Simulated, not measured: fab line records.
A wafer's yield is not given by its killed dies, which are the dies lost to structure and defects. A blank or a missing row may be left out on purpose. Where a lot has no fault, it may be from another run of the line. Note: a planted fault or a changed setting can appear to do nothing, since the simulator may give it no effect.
Matching of chambers    flow n5_finfet    N5_SD_EPI_P_ETCH_47 on rie_diel-02: 4 sister chambers
The step etches SiOCN in CH3F/O2, target depth 25 nm. 20 wafers are shown with their chamber, then 10 later ones without.

WAFERS WITH THEIR CHAMBER
wafer   chamber  showerhead_plenum_p_Torr (Torr)  throttle_valve_pct (%)  drypump_motor_current_A (A)
L075.1  0        1.99                             16.49                   5.8
L075.3  3        2.00                             16.17                   5.9
L075.5  3        2.00                             16.18                   5.8
L076.1  2        2.08                             16.39                   6.3
L076.4  1        1.94                             16.54                   6.0
L076.6  2        2.08                             16.39                   6.3
L077.2  3        1.99                             16.19                   5.8
L077.5  1        1.94                             16.54                   6.0
L077.6  0        1.99                             16.49                   5.8
L078.1  1        1.94                             16.54                   6.0
L078.2  2        2.08                             16.39                   6.2
L078.4  3        2.00                             16.19                   5.8
L082.1  2        2.08                             16.40                   6.3
L082.3  3        1.99                             16.23                   5.8
L082.6  3        1.99                             16.21                   5.9
L088.1  2        2.08                             16.42                   6.3
L088.2  0        1.99                             16.51                   5.8
L088.4  1        1.94                             16.60                   6.0
L089.2  1        1.94                             16.60                   6.1
L089.3  0        1.99                             16.53                   5.8

SIGNATURES (averages over the wafers above)
reading                   chamber 0  chamber 1  chamber 2  chamber 3  scatter within a chamber
showerhead_plenum_p_Torr  1.9900     1.9400     2.0800     1.9950     0.00306
throttle_valve_pct        16.5050    16.5640    16.3980    16.1950    0.023
drypump_motor_current_A   5.800      6.020      6.280      5.833      0.0428
Rule: distance of a wafer from a chamber = root of the sum over the readings of ((wafer's reading minus chamber's mean) / reading's scatter) squared. If the next closest chamber is less than 2 further off than the closest, the wafer can't be placed; otherwise it belongs to the closest. The scatter: the root of (the sum of the squares of (reading less its chamber's mean) over the shown wafers, divided by (wafers less chambers)).

WAFERS WHOSE CHAMBER IS MISSING
wafer   showerhead_plenum_p_Torr (Torr)  throttle_valve_pct (%)  drypump_motor_current_A (A)
L089.5  1.94                             16.60                   6.0
L092.1  1.98                             16.55                   5.8
L092.2  1.93                             16.61                   6.0
L092.5  1.93                             16.61                   6.0
L093.4  1.99                             16.23                   5.8
L093.5  1.93                             16.61                   6.0
L093.6  1.98                             16.54                   5.8
L097.1  1.99                             16.26                   5.8
L097.3  2.07                             16.43                   6.2
L097.5  1.93                             16.62                   6.0

EACH ONE'S CHAMBER
wafer   from the rows above  in truth
L089.5  1                    1
L092.1  0                    0
L092.2  1                    1
L092.5  1                    1
L093.4  3                    3
L093.5  1                    1
L093.6  0                    0
L097.1  3                    3
L097.3  2                    2
L097.5  1                    1
Correct placement for 10 of the 10. Not placeable from these rows: 0. 0 placed wrongly.
